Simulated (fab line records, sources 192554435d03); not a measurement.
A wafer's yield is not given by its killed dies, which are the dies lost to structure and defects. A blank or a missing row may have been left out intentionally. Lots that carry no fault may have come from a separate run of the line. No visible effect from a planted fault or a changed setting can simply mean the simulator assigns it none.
Split-lot study	flow n5Finfet	7 lots, 21 wafers read, on a route of 1938 steps

## SPLIT DETAILS
At N5_BEOL_M13_CMP_49 (polishes, stops on SiOC, t overpolish 17.1 s, target thk 420 nm), the setting downForcePsi was moved away from the recipe's 1 psi on 6 of the 21 wafers read, by -17.6% to +6.4%. For the rest of the wafers, this setting stayed at what the recipe calls for.

The reading comes from the split's own step.

## THE READING
barrierFieldEndpointS, in s, at N5_BEOL_M13_CMP_49 (polishes, stops on SiOC, t overpolish 17.1 s, target thk 420 nm). Typical for fault-free wafers on this fab line: 30.1 s, with standard deviation 0.65 s.

wafer	tool, chamber at the split	downForcePsi as run, psi	against the recipe	barrierFieldEndpointS, s	against lot-mates on the recipe
L074.1	cmp-02, 1	1	recipe	31.0	-
L074.3	cmp-02, 2	1	recipe	30.2	-
L074.5	cmp-02, 2	1	recipe	30.5	-
L075.3	cmp-01, 3	1	recipe	29.4	-
L075.2	cmp-01, 0	0.8239	-17.6%	35.2	+5.8
L075.5	cmp-01, 2	0.8239	-17.6%	35.2	+5.8
L080.2	cmp-01, 3	0.8281	-17.2%	37.0	+6.6
L080.1	cmp-01, 0	1	recipe	30.8	-
L080.6	cmp-01, 0	1	recipe	30.0	-
L079.3	cmp-02, 1	1	recipe	30.0	-
L079.2	cmp-02, 2	1	recipe	29.9	-
L079.4	cmp-02, 0	0.8642	-13.6%	34.7	+4.8
L083.1	cmp-03, 1	1	recipe	30.1	-
L083.3	cmp-03, 2	1	recipe	29.7	-
L083.6	cmp-03, 3	1.064	+6.4%	28.7	-1.2
L084.3	cmp-02, 1	1	recipe	30.3	-
L084.2	cmp-02, 2	1	recipe	29.2	-
L084.1	cmp-02, 3	1	recipe	29.4	-
L096.1	cmp-03, 2	1	recipe	31.1	-
L096.3	cmp-03, 3	1	recipe	30.1	-
L096.4	cmp-03, 1	0.9356	-6.4%	32.7	+2.1

FIT RESULTS
A straight line over all 21 wafers: barrierFieldEndpointS changes by -0.322 s for each +1% of downForcePsi; r = -0.96; the points scatter about the line by 0.63 s.
The same after taking each lot's own level away (the mean of its wafers on the recipe; 21 wafers): -0.337 s for each +1%; r = -0.98; scatter 0.43 s.
The reading moves by 5.9 s for the largest change in downForcePsi, on that fit.
The span of the lots' own levels, 29.40 to 30.60 s, comes to 1.8 times the standard deviation stated above.
The two slopes agree, so the slope changes little with the lot-to-lot level.
Check: with one of the wafers moved furthest among these (-17.6%) left out of the fit, the line predicts +6.08 s for it against its lot-mates. It came out at +5.8 s against them.
Tool readings at the split's step, against how far the setting was moved: barrierFieldEndpointS r = -0.96.

## ADDITIONAL SPLITS CARRIED BY THESE WAFERS
Before the reading, these wafers also passed through other splits. Each is held against what the fit with the lots' levels taken away leaves over:
other split on the same wafers	wafers away from the commonest value	r with barrierFieldEndpointS (lot level and that fit taken away)
N5_BEOL_M9_CMP_52 downForcePsi	5	+0.00
N5_BEOL_M10_ILD_DEP_00 tempC	4	-0.16
N5_BEOL_M11_ETCH_62 timeS	6	-0.01
N5_BEOL_M11_COAT_63 spinRpm	3	-0.45
N5_BEOL_M12_TRENCH_ETCH_34 timeS	6	+0.32
N5_BEOL_M12_SPUTTER_45 timeS	9	+0.22

## THE FILE'S OWN FIT
barrierFieldEndpointS changes by -0.344 s for each +1% of downForcePsi, r = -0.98.
